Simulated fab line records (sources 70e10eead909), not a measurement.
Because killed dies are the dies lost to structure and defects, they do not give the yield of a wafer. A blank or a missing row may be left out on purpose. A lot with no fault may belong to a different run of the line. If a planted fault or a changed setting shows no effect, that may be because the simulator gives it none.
Which tool is to blame? + flow nand_harc + 24 lots with 72 wafers sampled at 6 steps, on a route of 1159 steps

== WHAT THE GAUGES READ, wafer by wafer ==
No reading from a measuring or inspecting step in the record can be judged against a usual standard deviation.

== EACH LOT AND THE TOOL THAT RAN IT (in order: tool; ch and the chambers of the sampled wafers; start) ==
| lot  | NHARC_A_CHANNEL_FILL_D1_STRIP_29              | NHARC_A_CHANNEL_FILL_D1_CMP_10 | NHARC_A_STAIRCASE_STRIP_171          | NHARC_A_STAIRCASE_TRIM_12          | NHARC_A_STAIRCASE_ETCH_25      | NHARC_A_STAIRCASE_ETCH_188     |
|------|-----------------------------------------------|--------------------------------|--------------------------------------|------------------------------------|--------------------------------|--------------------------------|
| L074 | rie_diel-03 ch 1,2,3, day 10 20:40 or earlier | cmp-01 ch 0,2,3, day 10 20:40  | plasma_asher-01 ch 0,1, day 10 22:45 | rie_diel-12 ch 0,2, day 11 00:14   | rie_diel-12 ch 0,1,3, no start | rie_diel-13 ch 0,2, no start   |
| L077 | rie_diel-05 ch 1,3, day 11 05:56 or earlier   | cmp-01 ch 0,2,3, day 11 05:56  | plasma_asher-01 ch 0,1, day 11 07:57 | rie_diel-13 ch 1,2,3, day 11 09:32 | rie_diel-13 ch 2,3, no start   | rie_diel-01 ch 1,2,3, no start |
| L075 | rie_diel-05 ch 0,1,3, day 11 05:57 or earlier | cmp-04 ch 0,2,3, day 11 05:57  | plasma_asher-02 ch 0,1, day 11 08:14 | rie_diel-12 ch 0,1,2, day 11 09:47 | rie_diel-12 ch 0,2,3, no start | rie_diel-12 ch 0,1,2, no start |
| L078 | rie_diel-05 ch 0,1,3, day 11 12:47 or earlier | cmp-01 ch 1,2, day 11 12:47    | plasma_asher-02 ch 0,1, day 11 14:52 | rie_diel-12 ch 2,3, day 11 16:26   | rie_diel-01 ch 1,2,3, no start | rie_diel-12 ch 0,1,2, no start |
| L076 | rie_diel-03 ch 0,1,3, day 11 12:52 or earlier | cmp-04 ch 0,1,3, day 11 12:52  | plasma_asher-01 ch 0,1, day 11 15:08 | rie_diel-13 ch 0,1, day 11 18:11   | rie_diel-12 ch 0,3, no start   | rie_diel-13 ch 2,3, no start   |
| L079 | rie_diel-03 ch 0,2,3, day 12 03:12 or earlier | cmp-01 ch 0,3, day 12 03:12    | plasma_asher-02 ch 0,1, day 12 05:12 | rie_diel-01 ch 0,2,3, day 12 06:49 | rie_diel-13 ch 1,2,3, no start | rie_diel-01 ch 0,1,2, no start |
| L080 | rie_diel-05 ch 1,2,3, day 12 09:16            | cmp-03 ch 2,3, day 12 14:58    | plasma_asher-02 ch 0,1, day 12 17:35 | rie_diel-01 ch 0,1,3, day 12 19:05 | rie_diel-12 ch 1,2,3, no start | rie_diel-12 ch 0,1,3, no start |
| L082 | rie_diel-11 ch 0,1,2, day 12 15:06 or earlier | cmp-04 ch 0,1,2, day 12 15:06  | plasma_asher-02 ch 0,1, day 12 17:43 | rie_diel-01 ch 0,2, day 12 19:23   | rie_diel-01 ch 0,2,3, no start | rie_diel-01 ch 0,3, no start   |
| L081 | rie_diel-05 ch 1,3, day 12 16:13              | cmp-04 ch 0,2, day 12 21:55    | plasma_asher-01 ch 0,1, day 13 00:02 | rie_diel-01 ch 0,1,3, day 13 01:39 | rie_diel-01 ch 0,1,3, no start | rie_diel-13 ch 0,1, no start   |
| L084 | rie_diel-03 ch 1,2,3, day 12 21:56 or earlier | cmp-01 ch 0,2, day 12 21:56    | plasma_asher-02 ch 0,1, day 12 23:53 | rie_diel-12 ch 2,3, day 13 01:25   | rie_diel-13 ch 0,1,3, no start | rie_diel-13 ch 2,3, no start   |
| L083 | rie_diel-05 ch 1,3, day 12 17:13              | cmp-01 ch 1,3, day 12 22:04    | plasma_asher-02 ch 0,1, day 13 00:04 | rie_diel-12 ch 0,1, day 13 01:52   | rie_diel-12 ch 2,3, no start   | rie_diel-12 ch 2,3, no start   |
| L086 | rie_diel-05 ch 0,2, day 13 18:34 or earlier   | cmp-04 ch 0,2,3, day 13 18:34  | plasma_asher-02 ch 0,1, day 13 21:41 | rie_diel-13 ch 0,2, day 13 23:11   | rie_diel-01 ch 0,3, no start   | rie_diel-12 ch 2,3, no start   |
| L087 | rie_diel-05 ch 0,1, day 13 22:24 or earlier   | cmp-03 ch 1,2,3, day 13 22:24  | plasma_asher-01 ch 0,1, day 14 00:37 | rie_diel-01 ch 0,3, day 14 02:02   | rie_diel-13 ch 0,1, no start   | rie_diel-12 ch 0,1,2, no start |
| L085 | rie_diel-05 ch 0,1,3, day 14 01:14 or earlier | cmp-04 ch 0,2,3, day 14 01:14  | plasma_asher-02 ch 0,1, day 14 03:20 | rie_diel-12 ch 0,2,3, day 14 04:50 | rie_diel-12 ch 0,3, no start   | rie_diel-13 ch 0,2,3, no start |
| L088 | rie_diel-11 ch 1,3, day 14 08:11 or earlier   | cmp-01 ch 1,3, day 14 08:11    | plasma_asher-02 ch 0,1, day 14 10:06 | rie_diel-13 ch 0,1,3, day 14 11:44 | rie_diel-12 ch 0,1,2, no start | rie_diel-12 ch 0,3, no start   |
| L089 | rie_diel-05 ch 0,1,2, day 14 15:43 or earlier | cmp-03 ch 1,2,3, day 14 15:43  | plasma_asher-02 ch 0,1, day 14 17:36 | rie_diel-12 ch 1,2,3, day 14 19:13 | rie_diel-13 ch 0,2,3, no start | rie_diel-13 ch 0,1,2, no start |
| L090 | rie_diel-05 ch 0,1, day 14 19:38 or earlier   | cmp-01 ch 2,3, day 14 19:38    | plasma_asher-02 ch 0,1, day 14 22:04 | rie_diel-01 ch 0,3, day 14 23:35   | rie_diel-01 ch 0,1,2, no start | rie_diel-13 ch 1,2,3, no start |
| L091 | rie_diel-11 ch 1,2, day 14 19:43 or earlier   | cmp-03 ch 1,2,3, day 14 19:43  | plasma_asher-02 ch 0,1, day 14 21:44 | rie_diel-01 ch 2,3, day 14 23:15   | rie_diel-13 ch 0,1, no start   | rie_diel-13 ch 1,2,3, no start |
| L092 | rie_diel-03 ch 2,3, day 14 17:41              | cmp-04 ch 0,2, day 14 23:29    | plasma_asher-02 ch 0,1, day 15 01:49 | rie_diel-12 ch 0,1,2, day 15 03:14 | rie_diel-01 ch 0,1, no start   | rie_diel-01 ch 0,1, no start   |
| L094 | rie_diel-05 ch 0,1,2, day 15 07:04 or earlier | cmp-01 ch 0,1,2, day 15 07:04  | plasma_asher-02 ch 0,1, day 15 09:18 | rie_diel-01 ch 2,3, day 15 10:49   | rie_diel-13 ch 0,1,2, no start | rie_diel-01 ch 0,1, no start   |
| L093 | rie_diel-03 ch 0,2,3, day 15 05:25            | cmp-03 ch 1,2,3, day 15 11:06  | plasma_asher-01 ch 0,1, day 15 13:11 | rie_diel-12 ch 2,3, day 15 14:47   | rie_diel-01 ch 0,1,3, no start | rie_diel-01 ch 1,2,3, no start |
| L095 | rie_diel-03 ch 1,2, day 15 16:46 or earlier   | cmp-04 ch 0,1,2, day 15 16:46  | plasma_asher-02 ch 0,1, day 15 21:20 | rie_diel-13 ch 0,3, day 15 22:58   | rie_diel-12 ch 0,3, no start   | rie_diel-12 ch 1,2, no start   |
| L097 | rie_diel-05 ch 0,2,3, day 16 12:47 or earlier | cmp-04 ch 1,2,3, day 16 12:47  | plasma_asher-01 ch 0,1, day 16 15:02 | rie_diel-01 ch 1,3, day 16 16:36   | rie_diel-01 ch 0,2, no start   | rie_diel-01 ch 1,2,3, no start |
| L096 | rie_diel-05 ch 1,2,3, day 16 15:53 or earlier | cmp-04 ch 0,1,2, day 16 15:53  | plasma_asher-01 ch 0,1, day 16 17:46 | rie_diel-13 ch 0,1,2, day 16 19:32 | rie_diel-13 ch 0,2,3, no start | rie_diel-01 ch 0,2,3, no start |
- NHARC_A_CHANNEL_FILL_D1_STRIP_29: strips in O2, time 20 s.
- NHARC_A_CHANNEL_FILL_D1_CMP_10: polishes, target thk 150 nm.
- NHARC_A_STAIRCASE_STRIP_171: strips in O2.
- NHARC_A_STAIRCASE_TRIM_12: chemistry O2, time 211.2 s.
- NHARC_A_STAIRCASE_ETCH_25: etches the open film in C4F8/O2, target depth 100 nm, time 40.5 s.
- NHARC_A_STAIRCASE_ETCH_188: etches the open film in C4F8/O2, target depth 100 nm, time 40.5 s.

== AS READ BY THE TOOLS THEMSELVES (means over the sampled wafers that have a number; for cases with no such wafer, the mark the record gives instead) ==
NHARC_A_CHANNEL_FILL_D1_STRIP_29. Usual: drypump_motor_current_A 5.7 A, standard deviation 0.34; oes_product_au 0.992 a.u., standard deviation 0.01; rf_vpp_V 57.8 V, standard deviation 0.91; showerhead_plenum_p_Torr 3.55 Torr, standard deviation 0.14; throttle_valve_pct 17.037 %, standard deviation 0.0092.
| lot  | tool        | drypump_motor_current_A (A) | oes_product_au (a.u.) | rf_vpp_V (V) | showerhead_plenum_p_Torr (Torr) | throttle_valve_pct (%) | flag |
|------|-------------|-----------------------------|-----------------------|--------------|---------------------------------|------------------------|------|
| L074 | rie_diel-03 | 5.5                         | 0.996                 | 58.0         | 3.68                            | 17.040                 |      |
| L077 | rie_diel-05 | 5.7                         | 1.009                 | 57.7         | 3.42                            | 17.040                 |      |
| L075 | rie_diel-05 | 5.7                         | 0.996                 | 57.4         | 3.55                            | 17.032                 |      |
| L078 | rie_diel-05 | 5.7                         | 0.993                 | 57.7         | 3.55                            | 17.046                 |      |
| L076 | rie_diel-03 | 5.6                         | 0.986                 | 58.0         | 3.60                            | 17.040                 |      |
| L079 | rie_diel-03 | 5.8                         | 0.987                 | 57.3         | 3.57                            | 17.033                 |      |
| L080 | rie_diel-05 | 5.8                         | 0.990                 | 57.0         | 3.46                            | 17.032                 |      |
| L082 | rie_diel-11 | 5.8                         | 0.988                 | 58.0         | 3.57                            | 17.034                 |      |
| L081 | rie_diel-05 | 5.8                         | 0.986                 | 57.4         | 3.50                            | 17.024                 |      |
| L084 | rie_diel-03 | 5.5                         | 0.989                 | 58.7         | 3.68                            | 17.042                 |      |
| L083 | rie_diel-05 | 5.8                         | 0.998                 | 57.7         | 3.50                            | 17.030                 |      |
| L086 | rie_diel-05 | 5.6                         | 0.978                 | 58.8         | 3.64                            | 17.036                 |      |
| L087 | rie_diel-05 | 5.7                         | 0.984                 | 58.4         | 3.68                            | 17.030                 |      |
| L085 | rie_diel-05 | 5.6                         | 0.987                 | 57.3         | 3.55                            | 17.037                 |      |
| L088 | rie_diel-11 | 6.5                         | 0.988                 | 57.6         | 3.52                            | 17.033                 |      |
| L089 | rie_diel-05 | 5.7                         | 0.983                 | 58.3         | 3.58                            | 17.035                 |      |
| L090 | rie_diel-05 | 5.7                         | 0.985                 | 58.2         | 3.68                            | 17.047                 |      |
| L091 | rie_diel-11 | 5.4                         | 0.992                 | 57.3         | 3.47                            | 17.036                 |      |
| L092 | rie_diel-03 | 5.8                         | 0.995                 | 58.6         | 3.70                            | 17.038                 |      |
| L094 | rie_diel-05 | 5.7                         | 0.996                 | 58.0         | 3.58                            | 17.042                 |      |
| L093 | rie_diel-03 | 5.8                         | 0.990                 | 58.2         | 3.57                            | 17.042                 |      |
| L095 | rie_diel-03 | 5.5                         | 0.997                 | 58.4         | 3.64                            | 17.047                 |      |
| L097 | rie_diel-05 | 5.6                         | 1.003                 | 57.6         | 3.51                            | 17.036                 |      |
| L096 | rie_diel-05 | 5.8                         | 1.006                 | 57.5         | 3.46                            | 17.044                 |      |

NHARC_A_CHANNEL_FILL_D1_CMP_10. Usual: motor_current_A 12.1 A, standard deviation 1.3; slurry_filter_dp_kPa 13.50 kPa, standard deviation 0.14; time_to_endpoint_s 14.4 s, standard deviation 2.3.
| lot  | tool   | motor_current_A (A) | slurry_filter_dp_kPa (kPa) | time_to_endpoint_s (s) | flag |
|------|--------|---------------------|----------------------------|------------------------|------|
| L074 | cmp-01 | 12.1                | 13.48                      | 14.1                   |      |
| L077 | cmp-01 | 11.8                | 13.51                      | 12.9                   |      |
| L075 | cmp-04 | 11.7                | 13.58                      | 16.7                   |      |
| L078 | cmp-01 | 14.6                | 13.46                      | 14.2                   |      |
| L076 | cmp-04 | 12.3                | 13.52                      | 12.1                   |      |
| L079 | cmp-01 | 11.6                | 13.58                      | 12.7                   |      |
| L080 | cmp-03 | 10.5                | 13.33                      | 15.9                   |      |
| L082 | cmp-04 | 11.2                | 13.42                      | 15.8                   |      |
| L081 | cmp-04 | 11.4                | 13.57                      | 15.6                   |      |
| L084 | cmp-01 | 12.2                | 13.44                      | 17.4                   |      |
| L083 | cmp-01 | 13.0                | 13.58                      | 13.0                   |      |
| L086 | cmp-04 | 11.5                | 13.52                      | 14.1                   |      |
| L087 | cmp-03 | 10.8                | 13.54                      | 13.7                   |      |
| L085 | cmp-04 | 11.8                | 13.55                      | 15.2                   |      |
| L088 | cmp-01 | 13.8                | 13.47                      | 12.8                   |      |
| L089 | cmp-03 | 10.6                | 13.53                      | 15.8                   |      |
| L090 | cmp-01 | 12.7                | 13.57                      | 17.0                   |      |
| L091 | cmp-03 | 10.7                | 13.60                      | 15.3                   |      |
| L092 | cmp-04 | 11.0                | 13.45                      | 13.5                   |      |
| L094 | cmp-01 | 13.5                | 13.46                      | 13.5                   |      |
| L093 | cmp-03 | 10.7                | 13.56                      | 16.4                   |      |
| L095 | cmp-04 | 11.5                | 13.56                      | 12.5                   |      |
| L097 | cmp-04 | 12.4                | 13.56                      | 13.3                   |      |
| L096 | cmp-04 | 11.6                | 13.48                      | 13.9                   |      |

NHARC_A_STAIRCASE_STRIP_171. Usual: drypump_motor_current_A 5.6 A, standard deviation 0.33; heater_power_w 351 W, standard deviation 32.
| lot  | tool            | drypump_motor_current_A (A) | heater_power_w (W) | flag |
|------|-----------------|-----------------------------|--------------------|------|
| L074 | plasma_asher-01 | 5.3                         | 378                |      |
| L077 | plasma_asher-01 | 5.2                         | 402                |      |
| L075 | plasma_asher-02 | 5.9                         | 332                |      |
| L078 | plasma_asher-02 | 5.8                         | 348                |      |
| L076 | plasma_asher-01 | 5.2                         | 381                |      |
| L079 | plasma_asher-02 | 5.8                         | 349                |      |
| L080 | plasma_asher-02 | 5.9                         | 329                |      |
| L082 | plasma_asher-02 | 5.9                         | 332                |      |
| L081 | plasma_asher-01 | 5.1                         | 374                |      |
| L084 | plasma_asher-02 | 5.9                         | 333                |      |
| L083 | plasma_asher-02 | 5.9                         | 325                |      |
| L086 | plasma_asher-02 | 5.9                         | 338                |      |
| L087 | plasma_asher-01 | 5.1                         | 391                |      |
| L085 | plasma_asher-02 | 5.8                         | 346                |      |
| L088 | plasma_asher-02 | 5.9                         | 330                |      |
| L089 | plasma_asher-02 | 5.8                         | 343                |      |
| L090 | plasma_asher-02 | 5.9                         | 334                |      |
| L091 | plasma_asher-02 | 5.9                         | 333                |      |
| L092 | plasma_asher-02 | 5.9                         | 326                |      |
| L094 | plasma_asher-02 | 5.9                         | 334                |      |
| L093 | plasma_asher-01 | 5.2                         | 386                |      |
| L095 | plasma_asher-02 | 5.9                         | 328                |      |
| L097 | plasma_asher-01 | 5.3                         | 359                |      |
| L096 | plasma_asher-01 | 5.2                         | 383                |      |

NHARC_A_STAIRCASE_TRIM_12. Usual: drypump_motor_current_A 5.8 A, standard deviation 0.4; oes_product_au 1.003 a.u., standard deviation 0.014; rf_vpp_V 57.7 V, standard deviation 1; showerhead_plenum_p_Torr 3.51 Torr, standard deviation 0.2; throttle_valve_pct 17.036 %, standard deviation 0.0096.
| lot  | tool        | drypump_motor_current_A (A) | oes_product_au (a.u.) | rf_vpp_V (V) | showerhead_plenum_p_Torr (Torr) | throttle_valve_pct (%) | flag |
|------|-------------|-----------------------------|-----------------------|--------------|---------------------------------|------------------------|------|
| L074 | rie_diel-12 | 5.5                         | 0.993                 | 58.6         | 3.64                            | 17.023                 |      |
| L077 | rie_diel-13 | 6.0                         | 1.007                 | 57.7         | 3.55                            | 17.031                 |      |
| L075 | rie_diel-12 | 5.8                         | 1.004                 | 58.4         | 3.51                            | 17.037                 |      |
| L078 | rie_diel-12 | 6.1                         | 1.005                 | 57.3         | 3.32                            | 17.026                 |      |
| L076 | rie_diel-13 | 5.4                         | 1.015                 | 58.1         | 3.74                            | 17.036                 |      |
| L079 | rie_diel-01 | 5.7                         | 0.991                 | 57.2         | 3.31                            | 17.031                 |      |
| L080 | rie_diel-01 | 5.8                         | 0.988                 | 57.7         | 3.37                            | 17.043                 |      |
| L082 | rie_diel-01 | 5.5                         | 0.987                 | 57.6         | 3.27                            | 17.035                 |      |
| L081 | rie_diel-01 | 5.8                         | 0.998                 | 56.8         | 3.37                            | 17.044                 |      |
| L084 | rie_diel-12 | 6.1                         | 1.017                 | 56.8         | 3.32                            | 17.035                 |      |
| L083 | rie_diel-12 | 5.7                         | 1.010                 | 57.2         | 3.54                            | 17.027                 |      |
| L086 | rie_diel-13 | 6.1                         | 1.024                 | 57.4         | 3.45                            | 17.050                 |      |
| L087 | rie_diel-01 | 5.6                         | 1.005                 | 56.7         | 3.31                            | 17.035                 |      |
| L085 | rie_diel-12 | 5.8                         | 1.005                 | 57.4         | 3.47                            | 17.043                 |      |
| L088 | rie_diel-13 | 5.7                         | 1.006                 | 58.3         | 3.69                            | 17.044                 |      |
| L089 | rie_diel-12 | 6.1                         | 1.009                 | 57.4         | 3.34                            | 17.026                 |      |
| L090 | rie_diel-01 | 5.6                         | 0.992                 | 58.6         | 3.67                            | 17.047                 |      |
| L091 | rie_diel-01 | 6.0                         | 1.000                 | 57.0         | 3.52                            | 17.035                 |      |
| L092 | rie_diel-12 | 5.8                         | 1.001                 | 57.6         | 3.50                            | 17.038                 |      |
| L094 | rie_diel-01 | 5.9                         | 0.991                 | 56.6         | 3.52                            | 17.046                 |      |
| L093 | rie_diel-12 | 6.1                         | 1.007                 | 57.5         | 3.30                            | 17.048                 |      |
| L095 | rie_diel-13 | 5.8                         | 1.009                 | 58.4         | 3.72                            | 17.041                 |      |
| L097 | rie_diel-01 | 6.0                         | 0.989                 | 57.5         | 3.39                            | 17.041                 |      |
| L096 | rie_diel-13 | 5.7                         | 1.012                 | 58.4         | 3.56                            | 17.032                 |      |

NHARC_A_STAIRCASE_ETCH_25. Usual: oes_product_au 0.946 a.u., standard deviation 0.016; rf_vpp_V 896 V, standard deviation 7.3.
| lot  | tool        | oes_product_au (a.u.) | rf_vpp_V (V) | flag |
|------|-------------|-----------------------|--------------|------|
| L074 | rie_diel-12 | 0.954                 | 896          |      |
| L077 | rie_diel-13 | 0.963                 | 897          |      |
| L075 | rie_diel-12 | 0.952                 | 894          |      |
| L078 | rie_diel-01 | 0.925                 | 889          |      |
| L076 | rie_diel-12 | 0.945                 | 901          |      |
| L079 | rie_diel-13 | 0.954                 | 897          |      |
| L080 | rie_diel-12 | 0.952                 | 889          |      |
| L082 | rie_diel-01 | 0.955                 | 887          |      |
| L081 | rie_diel-01 | 0.925                 | 891          |      |
| L084 | rie_diel-13 | 0.955                 | 903          |      |
| L083 | rie_diel-12 | 0.947                 | 889          |      |
| L086 | rie_diel-01 | 0.949                 | 888          |      |
| L087 | rie_diel-13 | 0.943                 | 902          |      |
| L085 | rie_diel-12 | 0.948                 | 900          |      |
| L088 | rie_diel-12 | 0.959                 | 896          |      |
| L089 | rie_diel-13 | 0.950                 | 897          |      |
| L090 | rie_diel-01 | 0.941                 | 900          |      |
| L091 | rie_diel-13 | 0.954                 | 903          |      |
| L092 | rie_diel-01 | 0.921                 | 901          |      |
| L094 | rie_diel-13 | 0.960                 | 897          |      |
| L093 | rie_diel-01 | 0.929                 | 896          |      |
| L095 | rie_diel-12 | 0.947                 | 899          |      |
| L097 | rie_diel-01 | 0.946                 | 905          |      |
| L096 | rie_diel-13 | 0.944                 | 897          |      |

NHARC_A_STAIRCASE_ETCH_188. Usual: oes_product_au 0.941 a.u., standard deviation 0.019; rf_vpp_V 896 V, standard deviation 7.2.
| lot  | tool        | oes_product_au (a.u.) | rf_vpp_V (V) | flag |
|------|-------------|-----------------------|--------------|------|
| L074 | rie_diel-13 | 0.966                 | 894          |      |
| L077 | rie_diel-01 | 0.925                 | 891          |      |
| L075 | rie_diel-12 | 0.954                 | 895          |      |
| L078 | rie_diel-12 | 0.920                 | 895          |      |
| L076 | rie_diel-13 | 0.966                 | 892          |      |
| L079 | rie_diel-01 | 0.927                 | 889          |      |
| L080 | rie_diel-12 | 0.937                 | 895          |      |
| L082 | rie_diel-01 | 0.938                 | 888          |      |
| L081 | rie_diel-13 | 0.940                 | 904          |      |
| L084 | rie_diel-13 | 0.946                 | 893          |      |
| L083 | rie_diel-12 | 0.954                 | 888          |      |
| L086 | rie_diel-12 | 0.962                 | 888          |      |
| L087 | rie_diel-12 | 0.950                 | 896          |      |
| L085 | rie_diel-13 | 0.943                 | 897          |      |
| L088 | rie_diel-12 | 0.947                 | 899          |      |
| L089 | rie_diel-13 | 0.951                 | 897          |      |
| L090 | rie_diel-13 | 0.939                 | 897          |      |
| L091 | rie_diel-13 | 0.935                 | 896          |      |
| L092 | rie_diel-01 | 0.926                 | 897          |      |
| L094 | rie_diel-01 | 0.908                 | 897          |      |
| L093 | rie_diel-01 | 0.917                 | 896          |      |
| L095 | rie_diel-12 | 0.969                 | 889          |      |
| L097 | rie_diel-01 | 0.917                 | 896          |      |
| L096 | rie_diel-01 | 0.945                 | 901          |      |

== THE ANSWER, worked out from the rows above alone ==
Rule: take the mean of a lot's wafers that have a number; if it is more than 3 standard deviations from the usual mean, the lot is off. Also off: a lot with no number at a reading for which 4 or more lots have one. Where the step has rows for the other lots, those lots are counted as sound. After the gauges, taken in route order, come the tools' own readings; for these a lot's mean is taken, as printed above. The first step at which some lot is off is used, and at that step the reading that is off furthest; a lot without a number counts as furthest.
None of the lots is off at any reading shown; this tells nothing.

== WHAT WAS PUT IN BY THE SIMULATOR ==
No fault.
